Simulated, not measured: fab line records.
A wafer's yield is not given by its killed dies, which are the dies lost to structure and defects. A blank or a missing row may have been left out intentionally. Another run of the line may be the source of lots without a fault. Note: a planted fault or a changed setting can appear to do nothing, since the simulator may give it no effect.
Matching of chambers + flow nand_harc + 3 sister chambers for NHARC_A_STAIRCASE_DEP_325 on pecvd-02
The step deposits SiO2, target thk 3800 nm. 18 wafers are shown with their chamber, then 9 later ones without.

## WAFERS, EACH WITH ITS CHAMBER
| wafer  | chamber | heater_power_w (W) |
|--------|---------|--------------------|
| L074.3 | 2       | 710                |
| L074.4 | 1       | 587                |
| L074.6 | 0       | 459                |
| L076.1 | 2       | 674                |
| L076.2 | 1       | 724                |
| L076.5 | 0       | 471                |
| L083.2 | 1       | 722                |
| L083.4 | 2       | 602                |
| L083.6 | 1       | 566                |
| L084.1 | 2       | 734                |
| L084.4 | 1       | 576                |
| L084.5 | 2       | 586                |
| L087.3 | 1       | 686                |
| L087.5 | 2       | 593                |
| L087.6 | 1       | 574                |
| L086.1 | 1       | 624                |
| L086.3 | 0       | 583                |
| L086.5 | 0       | 497                |

SIGNATURES (means of the wafers above)
| reading        | chamber 0 | chamber 1 | chamber 2 | scatter within a chamber |
|----------------|-----------|-----------|-----------|--------------------------|
| heater_power_w | 502.50    | 632.38    | 649.83    | 64.7                     |
Rule: for each reading, subtract the chamber's mean from the wafer's reading, divide by that reading's scatter and square the result; add these up over the readings and take the root, which gives the wafer's distance from the chamber. The wafer belongs to the nearest chamber; if the next one is less than 2 further off, it can't be placed. The scatter: the root of (the sum of the squares of (reading less its chamber's mean) over the shown wafers, divided by (wafers less chambers)).

## WAFERS MISSING THEIR CHAMBER
| wafer  | heater_power_w (W) |
|--------|--------------------|
| L091.2 | 654                |
| L091.3 | 501                |
| L091.4 | 507                |
| L093.3 | 720                |
| L093.4 | 600                |
| L093.5 | 584                |
| L096.2 | 595                |
| L096.3 | 738                |
| L096.4 | 585                |

## EACH ONE'S CHAMBER
| wafer  | from the rows above          | in truth |
|--------|------------------------------|----------|
| L091.2 | can't be placed: 2 or 1      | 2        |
| L091.3 | 0                            | 0        |
| L091.4 | can't be placed: 0 or 1      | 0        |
| L093.3 | can't be placed: 2 or 1      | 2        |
| L093.4 | can't be placed: 1 or 2 or 0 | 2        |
| L093.5 | can't be placed: 1 or 2 or 0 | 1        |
| L096.2 | can't be placed: 1 or 2 or 0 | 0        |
| L096.3 | can't be placed: 2 or 1      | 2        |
| L096.4 | can't be placed: 1 or 2 or 0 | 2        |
Correctly placed: 1 of 9. Unplaceable from these rows: 8, with the true chamber sitting among the candidates in 8. Placed wrongly: 0.
